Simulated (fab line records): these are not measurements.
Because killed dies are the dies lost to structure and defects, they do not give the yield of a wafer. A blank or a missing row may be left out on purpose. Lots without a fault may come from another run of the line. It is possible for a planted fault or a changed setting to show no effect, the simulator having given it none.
Chamber matching / flow nand-harc / NHARC_A_M0_STRIP_18 on rie-diel-05 has 4 sister chambers
The step strips in N2/H2. 4 wafers are shown with their chamber, then 7 later ones without.

EACH WAFER AND ITS CHAMBER
wafer=L079.5; chamber=0; drypump-motor-current-A (A)=6.1
wafer=L079.6; chamber=1; drypump-motor-current-A (A)=6.7
wafer=L089.1; chamber=2; drypump-motor-current-A (A)=4.7
wafer=L089.4; chamber=3; drypump-motor-current-A (A)=6.6

WAFERS WHOSE CHAMBER IS MISSING
wafer=L089.5; drypump-motor-current-A (A)=6.7
wafer=L092.1; drypump-motor-current-A (A)=6.5
wafer=L092.3; drypump-motor-current-A (A)=4.6
wafer=L092.5; drypump-motor-current-A (A)=6.7
wafer=L091.1; drypump-motor-current-A (A)=4.6
wafer=L091.4; drypump-motor-current-A (A)=6.8
wafer=L091.5; drypump-motor-current-A (A)=6.1

CHAMBER TAKEN BY EACH
wafer=L089.5; from the rows above=can't be placed: 1 or 3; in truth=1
wafer=L092.1; from the rows above=can't be placed: 3 or 1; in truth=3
wafer=L092.3; from the rows above=2; in truth=2
wafer=L092.5; from the rows above=can't be placed: 1 or 3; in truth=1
wafer=L091.1; from the rows above=2; in truth=2
wafer=L091.4; from the rows above=can't be placed: 1 or 3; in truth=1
wafer=L091.5; from the rows above=0; in truth=0
Placed correctly: 3 of 7. These rows do not allow placing 4 (true chamber among the candidates in 4). Wrongly placed: 0.
How it was worked out, from the rows above alone: a wafer's distance from a chamber is the root of the sum, over the readings, of the square of ((its reading less the chamber's mean) divided by the reading's scatter). If the next closest chamber is less than 2 further off than the closest, the wafer can't be placed; otherwise it belongs to the closest. For every chamber, the mean is computed from those of its wafers that are shown. The scatter (one wafer shown for each chamber): square how far every hidden wafer sits from the nearest shown wafer, average those squares and take the square root.
